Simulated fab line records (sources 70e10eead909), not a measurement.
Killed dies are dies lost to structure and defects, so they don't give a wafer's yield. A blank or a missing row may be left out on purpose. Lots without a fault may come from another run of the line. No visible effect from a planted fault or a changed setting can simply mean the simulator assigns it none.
A lot that was struck, set against a sound lot	flow nandHarc	15 steps out of a route of 1302
Sound: these wafers, L823.2, L823.3, L823.5. Wafers L828.2, L828.3, L828.4 were the ones struck. The cause comes at the end.
At each step with rows: each side's tool, then ch and its chambers, then its first start. Under that, the readings that differ: sound wafers	struck wafers	difference of the means	sigmas: that difference in standard deviations of wafers without a fault.
alike: readings with means less than 2 such deviations apart, plus words and numbers identical on both sides. not compared: withheld readings, readings lacking a value on some wafer, bounds such as >300 that could conceal the same value, and numbers that have no deviation in the record and whose values overlap.
A row with sigmas, a row that says differs or no value, or rows on one side alone: a step with any of these is where the two part. When numbers do not overlap yet have no deviation, they are printed without sigmas and do not part them. A reading missing from all wafers of one side parts the sides only when that side holds two or more wafers.

first, 3 steps without rows for these wafers: NHARC_P_GATE_SRD_72; NHARC_P_GATE_OXIDE_16 (material SiO2, target thk 3 nm, ox time 392 s); NHARC_P_GATE_CVD_17 (deposits poly-Si, target thk 150 nm, time 900 s).
NHARC_P_GATE_HM_DEP_102: deposits aC, target thk 120 nm.
  sound on aclDep-02 ch 0, day 9 17:22; struck on aclDep-01 ch 0, day 11 10:19
  alike: throttleValvePct
NHARC_P_GATE_DEP_103: deposits SiON, target thk 30 nm.
  sound on pecvd-04 ch 0,1, day 9 17:57; struck on pecvd-04 ch 1,2, day 11 10:52
  alike: heaterPowerW
then, 7 steps without rows for these wafers: NHARC_P_GATE_DEHYDRATE_18 (time 120 s); NHARC_P_GATE_HMDS_19 (time 30 s); NHARC_P_GATE_COAT_20 (resist thk 90 nm); NHARC_P_GATE_SOFTBAKE_21 (time 55 s); NHARC_P_GATE_EBR_22; NHARC_P_GATE_EXPOSE_23 (exposes mask P GATE, target cd 120 nm); NHARC_P_GATE_PEB_24 (peb time 65 s).
NHARC_P_GATE_DEVELOP_25: develop time 35 s.
  sound on lithoTrack-06 ch 0, day 9 18:00; struck on lithoTrack-04 ch 0, day 11 11:00
reading	sound	struck	difference	sigmas
developerTempC (C)	23.08 22.99 22.97	20.70 20.64 20.88	-2.27	-21
NHARC_P_GATE_CD_MEAS_26 targets a cd of 120 nm.
  sound on cdSem-03 ch 0, day 9 18:38; struck on cdSem-01 ch 0, day 11 11:26
  alike: cdNm
-- record jumps: 20 days between struck wafers' starts before vs after; left off in module P_GATE, resumes in module END, first step shown is number 1302 of the route --
NHARC_END_SORT_01:
  sound on prober-01 ch 0, day 29 09:05; struck on prober-01 ch 0, day 31 20:40
  alike: killedAtArray, killedAtOther, killedAtPeriphery, killedDies, killedOpen, killedShort

WHERE THEY PART
NHARC_P_GATE_DEVELOP_25 only, going by this record. Later steps at which nothing parts them and some readings are alike: NHARC_P_GATE_CD_MEAS_26, NHARC_END_SORT_01.

WHY: the cause the simulator had injected
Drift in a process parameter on lithoTrack-04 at NHARC_P_GATE_DEVELOP_25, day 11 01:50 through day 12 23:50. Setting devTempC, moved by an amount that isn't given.
